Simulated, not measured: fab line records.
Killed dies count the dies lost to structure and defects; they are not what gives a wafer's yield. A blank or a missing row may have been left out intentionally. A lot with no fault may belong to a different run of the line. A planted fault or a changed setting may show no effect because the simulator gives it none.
Comparing a struck lot with a sound one / flow n5Finfet / 15 out of 1938 route steps
Sound: wafers L694.1, L694.4, L694.6. The struck wafers were L690.1, L690.4, L690.6. The cause comes at the end.
At each step with rows: each side's tool, then ch and its chambers, then its first start. Under that, the readings that differ: sound wafers / struck wafers / difference of the means / sigmas: that difference in standard deviations of wafers without a fault.
alike: same words and numbers on both sides, and readings whose means sit less than 2 such deviations apart. not compared: any withheld reading, any reading some wafer has no value for, any bound like >300 that may hide the same value, and any number with overlapping values for which the record gives no deviation.
Wherever a step has rows on one side only, a row that says differs or no value, or a row with sigmas, the two part there. Numbers that don't overlap but have no deviation are shown without sigmas and don't part them. A reading that every wafer of one side lacks parts them only if that side has two wafers or more.

first, 10 steps without rows for these wafers: N5_SDB_DESCUM_16 (chemistry O2, time 7.9 s); N5_SDB_ETCH_17 (etches SiARC in CF4, target depth 23.4 nm, time 39 s); N5_SDB_ETCH_18 (etches SOC in N2/H2, target depth 100 nm, overetch 20 nm, time 150 s); N5_SDB_STRIP_19 (strips in N2/H2); N5_SDB_STRIP_21 (strips in CF4); N5_SDB_HM_OPEN_20 (chemistry CH3F/O2, target SiNx, stops on poly-Si, target depth 24 nm); N5_SDB_STRIP_22 (strips in N2/H2); N5_SDB_PRECLEAN_23 (cleans in dHF, time 30 s); N5_SDB_DUMMY_REMOVE_24 (chemistry TMAH, target poly-Si, stops on SiO2, target depth 142 nm, time 57 s, rinse time 30 s); N5_SDB_ETCH_25 (etches SiO2 in C4F6/O2, target depth 10 nm, time 3.3 s).
N5_SDB_CUT_ETCH_26: etches Si in HBr/Cl2/O2, target depth 129.6 nm, bt time 20 s, time 51.8 s.
  sound on rieSi-04 ch 0,2,3, day 8 18:36; struck on rieSi-04 ch 0,3, day 7 19:37
  no value came back on the struck wafers for any of 5 readings (HBr_flow_sccm (sccm), O2_flow_sccm (sccm) and others); on the sound wafers HBr_flow_sccm (sccm) reads 150.4 150.1 151.0
reading=model.SiNx_of_SDB_HM_DEP_00.thkNm (nm); sound=22.6 23 22.2; struck=38.4 39.2 39; difference=+16.3; sigmas=
  not compared: rfFwdPowerW, rfHoursCounterH
N5_SDB_PRECLEAN_38: cleans in dHF, time 10 s.
  sound on wetBench-03 ch 0,1,4, day 8 18:43; struck on wetBench-05 ch 0,1,7, day 7 19:44
reading=model.SiNx_of_SDB_HM_DEP_00.thkNm (nm); sound=22.6 22.8 22; struck=38.4 39 38.8; difference=+16.3; sigmas=
then, 1 step without rows for these wafers: N5_SDB_PRECLEAN_39 (cleans in O3/DIW, time 45 s).
N5_BEOL_M4_RC_MEAS_101:
  the record has rows for the sound wafers here (prober-02 ch 0, day 13 07:02) and none for the struck ones
-- a jump in the record: the struck wafers' starts before and after are 9 days apart (it breaks off in module BEOL_M4 and resumes in module PASSIVATION, where the first step shown is number 1936 of the route) --
N5_PASSIVATION_PROBE_49:
  rows exist in the record for the struck wafers here (prober-01, day 16 19:32), but not for the sound ones

WHERE THEY PART
At N5_SDB_CUT_ETCH_26 first; at N5_PASSIVATION_PROBE_49 last (within this record only).

WHY: the cause the simulator had injected
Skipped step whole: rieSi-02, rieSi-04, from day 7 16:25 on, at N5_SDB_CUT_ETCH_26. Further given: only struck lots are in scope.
